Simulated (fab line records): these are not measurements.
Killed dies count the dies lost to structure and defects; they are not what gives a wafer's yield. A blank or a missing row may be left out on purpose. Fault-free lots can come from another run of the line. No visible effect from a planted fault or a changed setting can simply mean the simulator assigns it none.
Which tool did it? :: flow n5_finfet :: Sampling: 11 lots, 33 wafers, 4 of 1938 route steps

## WHAT THE GAUGES SHOWED, per wafer
N5_SD_EPI_N_INSPECT_11: inspects for defects (macro).
lot: L882
measured: day 3 07:47
on: defect_inspect-01
raw_defect_count: 1 2 3

lot: L886
measured: day 4 06:32
on: defect_inspect-02
raw_defect_count: 2 3 3

lot: L887
measured: day 4 11:16
on: defect_inspect-02
raw_defect_count: 3 2 1

lot: L888
measured: day 4 23:17
on: defect_inspect-01
raw_defect_count: 0 3 2

lot: L889
measured: day 5 05:16
on: defect_inspect-02
raw_defect_count: 4 4 6

lot: L894
measured: day 6 10:56
on: defect_inspect-02
raw_defect_count: 1 0 2

lot: L897
measured: day 6 23:19
on: defect_inspect-02
raw_defect_count: 25 1 1

lot: L898
measured: day 7 05:08
on: defect_inspect-02
raw_defect_count: 1 2 3

lot: L901
measured: day 8 02:54
on: defect_inspect-02
raw_defect_count: 25 1 1

lot: L902
measured: day 8 14:32
on: defect_inspect-02
raw_defect_count: 1 0 2

lot: L903
measured: day 8 16:43
on: defect_inspect-02
raw_defect_count: 2 0 3

## EACH LOT AND THE TOOL THAT RAN IT (in order: tool; ch and the chambers of the sampled wafers; start)
lot: L882
N5_DUMMY_GATE_PECVD_30: pecvd-01 ch 0,1,2, day 3 04:58
N5_DUMMY_GATE_ETCH_37: rie_diel-01 ch 0,1,3, day 3 05:34
N5_DUMMY_GATE_STRIP_40: rie_diel-01 ch 0,3, day 3 05:45

lot: L886
N5_DUMMY_GATE_PECVD_30: pecvd-04 ch 0,1, day 4 03:37
N5_DUMMY_GATE_ETCH_37: rie_diel-06 ch 2,3, day 4 04:16
N5_DUMMY_GATE_STRIP_40: rie_diel-06 ch 0,1,3, day 4 04:37

lot: L887
N5_DUMMY_GATE_PECVD_30: pecvd-02 ch 0,1,2, day 4 08:43
N5_DUMMY_GATE_ETCH_37: rie_diel-03 ch 0,2,3, day 4 09:18
N5_DUMMY_GATE_STRIP_40: rie_diel-03 ch 0,2,3, day 4 09:29

lot: L888
N5_DUMMY_GATE_PECVD_30: pecvd-02 ch 0,1,2, day 4 17:32
N5_DUMMY_GATE_ETCH_37: rie_diel-03 ch 1,3, day 4 18:07
N5_DUMMY_GATE_STRIP_40: rie_diel-06 ch 0,1,2, day 4 18:18

lot: L889
N5_DUMMY_GATE_PECVD_30: pecvd-01 ch 0,1,2, day 5 01:53
N5_DUMMY_GATE_ETCH_37: rie_diel-03 ch 2,3, day 5 02:37
N5_DUMMY_GATE_STRIP_40: rie_diel-01 ch 0,3, day 5 02:47

lot: L894
N5_DUMMY_GATE_PECVD_30: pecvd-04 ch 0,1,2, day 6 08:02
N5_DUMMY_GATE_ETCH_37: rie_diel-06 ch 0,2,3, day 6 08:49
N5_DUMMY_GATE_STRIP_40: rie_diel-06 ch 0,1,3, day 6 08:59

lot: L897
N5_DUMMY_GATE_PECVD_30: pecvd-02 ch 0,2, day 6 20:24
N5_DUMMY_GATE_ETCH_37: rie_diel-03 ch 0,3, day 6 21:01
N5_DUMMY_GATE_STRIP_40: rie_diel-06 ch 0,1, day 6 21:16

lot: L898
N5_DUMMY_GATE_PECVD_30: pecvd-04 ch 0,1,2, day 7 02:34
N5_DUMMY_GATE_ETCH_37: rie_diel-01 ch 0,3, day 7 03:10
N5_DUMMY_GATE_STRIP_40: rie_diel-06 ch 1,2, day 7 03:23

lot: L901
N5_DUMMY_GATE_PECVD_30: pecvd-02 ch 0,1,2, day 8 00:13
N5_DUMMY_GATE_ETCH_37: rie_diel-06 ch 0,1,2, day 8 00:49
N5_DUMMY_GATE_STRIP_40: rie_diel-06 ch 0,2,3, day 8 01:01

lot: L902
N5_DUMMY_GATE_PECVD_30: pecvd-01 ch 0,1,2, day 8 10:32
N5_DUMMY_GATE_ETCH_37: rie_diel-06 ch 1,2,3, day 8 11:15
N5_DUMMY_GATE_STRIP_40: rie_diel-03 ch 0,1,2, day 8 11:26

lot: L903
N5_DUMMY_GATE_PECVD_30: pecvd-01 ch 1,2, day 8 13:52
N5_DUMMY_GATE_ETCH_37: rie_diel-01 ch 0,2,3, day 8 14:38
N5_DUMMY_GATE_STRIP_40: rie_diel-06 ch 1,2, day 8 14:49
- N5_DUMMY_GATE_PECVD_30: deposits SiO2 from TEOS/O2, target thk 55 nm, time 10.8 s.
- N5_DUMMY_GATE_ETCH_37: etches SOC in N2/H2, target depth 60 nm, overetch 30 nm.
- N5_DUMMY_GATE_STRIP_40: strips in CF4.

## THE ANSWER, worked out from the rows above alone
Rule: the usual values come from the lots themselves. Put in order of their means at a reading, lots are off if they are a third of the lots or fewer, leave a main group of 4 or more, and stand apart from it by a gap of 3 or more times the standard deviation of the main group's means; of several such gaps the widest counts. Not used: any main group whose means are identical at the precision the tables above print for the reading. A lot without any number at a reading at which 4 lots or more have one is off too. The other lots that the step has rows for count as sound.
Off: L897, L901 (N5_SD_EPI_N_INSPECT_11, raw_defect_count). Mean 2.1 and standard deviation 1 in the main group.
A tool fits if, at a process step before that reading, it ran every lot that is off, and no sound lot after the first of them. Those tools and the gauges at N5_SD_EPI_N_INSPECT_11 are tried in the same way. One fits: pecvd-02 at N5_DUMMY_GATE_PECVD_30. Its last sound lot is L888 (day 4 17:32), its first lot that is off L897 (day 6 20:24): a fault that began between those two fits.

## WHAT HAD BEEN PUT IN BY THE SIMULATOR
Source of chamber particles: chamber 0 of pecvd-02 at N5_DUMMY_GATE_PECVD_30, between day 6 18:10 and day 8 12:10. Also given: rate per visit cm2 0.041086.
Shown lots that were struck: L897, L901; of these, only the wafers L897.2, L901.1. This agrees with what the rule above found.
